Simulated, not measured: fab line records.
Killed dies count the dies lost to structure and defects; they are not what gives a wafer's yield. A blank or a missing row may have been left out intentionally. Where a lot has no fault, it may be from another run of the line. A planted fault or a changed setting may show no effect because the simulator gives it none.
Which of the tools did it?	flow nand harc	45 wafers from 15 lots sampled at 4 of the route's 1159 steps

## WHAT THE GAUGES READ, wafer by wafer
The record lacks any reading of a measuring or inspecting step that a usual standard deviation could be used to judge.

## TOOL THAT RAN EACH LOT (tool first, then ch and the chambers of the sampled wafers, then the start)
lot	NHARC_P_GATE_RTA_64	NHARC_P_M0_DEP_00	NHARC_P_M0_STRIP_18	NHARC_P_M0_PRE_CLEAN_29
L494	rtp anneal-02 ch 0, day 5 15:12	pecvd-01 ch 0,1,2, day 6 02:10	rie diel-08 ch 0,1,3, day 6 03:38	pvd sputter-03, no start
L495	rtp anneal-01 ch 0, day 5 16:40	pecvd-04 ch 1,2, day 6 03:27	rie diel-01 ch 0,1,2, day 6 04:40	pvd sputter-02, no start
L496	rtp anneal-02 ch 0, day 5 19:39	pecvd-01 ch 0,1,2, day 6 04:00	rie diel-03 ch 1,2,3, day 6 05:23	pvd sputter-03, no start
L498	rtp anneal-02 ch 0, day 6 09:25	pecvd-03 ch 0,1, day 6 17:39	rie diel-08 ch 0,1, day 6 19:05	pvd sputter-02, no start
L500	rtp anneal-01 ch 0, day 7 01:51	pecvd-04 ch 0,1,2, day 7 08:18	rie diel-03 ch 0,2,3, day 7 09:40	pvd sputter-01, no start
L501	rtp anneal-01 ch 0, day 7 04:03	pecvd-01 ch 1,2, day 7 11:49	rie diel-01 ch 1,2,3, day 7 13:16	pvd sputter-02, no start
L502	rtp anneal-01 ch 0, day 7 08:17	pecvd-01 ch 0,1, day 7 14:59	rie diel-08 ch 0,1,3, day 7 16:14	pvd sputter-02, no start
L505	rtp anneal-02 ch 0, day 8 14:07	pecvd-04 ch 0,2, day 8 22:56	rie diel-01 ch 0,3, day 9 00:17	pvd sputter-02, no start
L506	rtp anneal-01 ch 0, day 8 15:32	pecvd-01 ch 0,1,2, day 8 23:28	rie diel-01 ch 0,2, day 9 00:49	pvd sputter-01, no start
L508	rtp anneal-02 ch 0, day 8 20:07	pecvd-04 ch 0,2, day 9 02:21	rie diel-08 ch 1,2,3, day 9 03:48	pvd sputter-02, no start
L510	rtp anneal-01 ch 0, day 9 08:10	pecvd-04 ch 0,1, day 10 01:04	rie diel-08 ch 0,3, day 10 02:26	pvd sputter-03, no start
L513	rtp anneal-02 ch 0, day 10 02:31	pecvd-04 ch 0,1, day 10 09:57	rie diel-01 ch 2,3, day 10 11:22	pvd sputter-02, no start
L514	rtp anneal-01 ch 0, day 10 03:02	pecvd-01 ch 0,1,2, day 10 10:04	rie diel-03 ch 0,1,3, day 10 11:29	pvd sputter-03, no start
L515	rtp anneal-01 ch 0, day 10 20:51	pecvd-04 ch 0,1, day 11 03:02	rie diel-03 ch 0,1,3, day 11 04:29	pvd sputter-02, no start
L517	rtp anneal-01 ch 0, day 11 06:40	pecvd-03 ch 0,1, day 11 12:55	rie diel-08 ch 0,1,3, day 11 14:11	pvd sputter-03, no start
- NHARC_P_GATE_RTA_64: time 1 s.
- NHARC_P_M0_DEP_00: deposits SiOC, target thk 150 nm.
- NHARC_P_M0_STRIP_18: strips in N2/H2.
- NHARC_P_M0_PRE_CLEAN_29: time 30 s.

## AS READ BY THE TOOLS THEMSELVES (means over the sampled wafers that have a number; for cases with no such wafer, the mark the record gives instead)
NHARC_P_GATE_RTA_64.
lot	tool	lamp power pct (%)	lamp_zone_6_pct (%)	wafer_temp_C_max
L494	rtp anneal-02	34.7	34.7	1052.9
L495	rtp anneal-01	32.0	31.9	1054.0
L496	rtp anneal-02	34.6	34.6	1054.5
L498	rtp anneal-02	34.7	34.6	1053.9
L500	rtp anneal-01	31.9	31.9	1054.8
L501	rtp anneal-01	31.9	31.9	1054.7
L502	rtp anneal-01	31.9	31.9	1055.0
L505	rtp anneal-02	34.7	34.6	1053.8
L506	rtp anneal-01	32.0	31.9	1054.6
L508	rtp anneal-02	34.7	34.7	1055.2
L510	rtp anneal-01	32.0	31.9	1054.4
L513	rtp anneal-02	34.7	34.6	1055.0
L514	rtp anneal-01	31.9	31.9	1053.6
L515	rtp anneal-01	31.9	31.9	1054.7
L517	rtp anneal-01	31.9	31.8	1054.6

NHARC_P_M0_DEP_00.
lot	tool	chamber pressure Torr (Torr)	rf fwd power W (W)
L494	pecvd-01	4.997	598.1
L495	pecvd-04	5.009	597.0
L496	pecvd-01	5.005	600.2
L498	pecvd-03	4.997	600.3
L500	pecvd-04	5.003	597.6
L501	pecvd-01	5.006	599.1
L502	pecvd-01	5.007	599.9
L505	pecvd-04	-	-
L506	pecvd-01	-	-
L508	pecvd-04	-	-
L510	pecvd-04	5.003	599.1
L513	pecvd-04	5.000	599.1
L514	pecvd-01	5.002	599.1
L515	pecvd-04	4.990	597.8
L517	pecvd-03	4.990	598.1

NHARC_P_M0_STRIP_18.
lot	tool	drypump motor current A (A)	mfc ar sccm (sccm)	n2 flow sccm (sccm)	oes product au (a.u.)	rf vpp V (V)	showerhead plenum p Torr (Torr)	throttle valve pct (%)
L494	rie diel-08	5.4	0.000	150.6	1.018	91.0	2.03	14.169
L495	rie diel-01	5.8	0.004	149.9	0.995	90.8	2.06	14.171
L496	rie diel-03	5.8	0.006	149.8	0.996	91.4	2.13	14.167
L498	rie diel-08	5.7	0.000	150.2	0.993	90.5	2.08	14.172
L500	rie diel-03	5.7	0.006	150.0	0.994	91.4	2.11	14.166
L501	rie diel-01	5.8	0.004	150.2	1.014	91.4	2.13	14.173
L502	rie diel-08	5.5	0.000	149.6	1.001	90.5	2.03	14.171
L505	rie diel-01	6.0	0.003	149.7	0.997	91.2	1.99	14.167
L506	rie diel-01	5.7	0.002	149.5	1.006	90.8	2.01	14.177
L508	rie diel-08	5.1	0.000	150.1	0.990	90.1	2.05	14.183
L510	rie diel-08	5.3	0.001	149.9	0.990	90.2	1.96	14.174
L513	rie diel-01	5.6	0.003	149.6	1.004	91.6	2.15	14.168
L514	rie diel-03	5.6	0.000	149.3	0.987	90.9	2.14	14.163
L515	rie diel-03	5.6	0.000	149.4	0.999	90.7	2.14	14.170
L517	rie diel-08	5.5	0.000	149.6	0.989	90.5	2.03	14.163

NHARC_P_M0_PRE_CLEAN_29.
lot	tool	heater power w (W)
L494	pvd sputter-03	397
L495	pvd sputter-02	381
L496	pvd sputter-03	395
L498	pvd sputter-02	373
L500	pvd sputter-01	425
L501	pvd sputter-02	387
L502	pvd sputter-02	369
L505	pvd sputter-02	366
L506	pvd sputter-01	404
L508	pvd sputter-02	378
L510	pvd sputter-03	374
L513	pvd sputter-02	374
L514	pvd sputter-03	412
L515	pvd sputter-02	368
L517	pvd sputter-03	417

## THE ANSWER, worked out from the rows above alone
Rule: what is usual is taken from the lots themselves. Put in order of their means at a reading, lots are off if they are a third of the lots or fewer, leave a main group of 4 or more, and stand apart from it by a gap of 3 or more times the standard deviation of the main group's means; of several such gaps the widest counts. A main group is skipped when, at the precision printed for the reading in the tables above, its means are all equal. Also off: a lot with no number at a reading for which 4 or more lots have one. Any other lot the step has rows for is counted as sound. First the gauges in route order, then the tools' own readings, where a lot's mean is used as printed above. At the first step where some lot is off, the reading lying furthest off is the one used; lots without a number count as furthest.
Off: L505, L506, L508, at NHARC_P_M0_DEP_00 (chamber pressure Torr). Without a number there: L505, L506, L508. Main group: mean 5.001 Torr, sd 0.0059.
A tool fits if, at that step or a process step before it, it ran every lot that is off, and no sound lot after the first of them. Of those tried, none fits.

## WHAT THE SIMULATOR PUT IN
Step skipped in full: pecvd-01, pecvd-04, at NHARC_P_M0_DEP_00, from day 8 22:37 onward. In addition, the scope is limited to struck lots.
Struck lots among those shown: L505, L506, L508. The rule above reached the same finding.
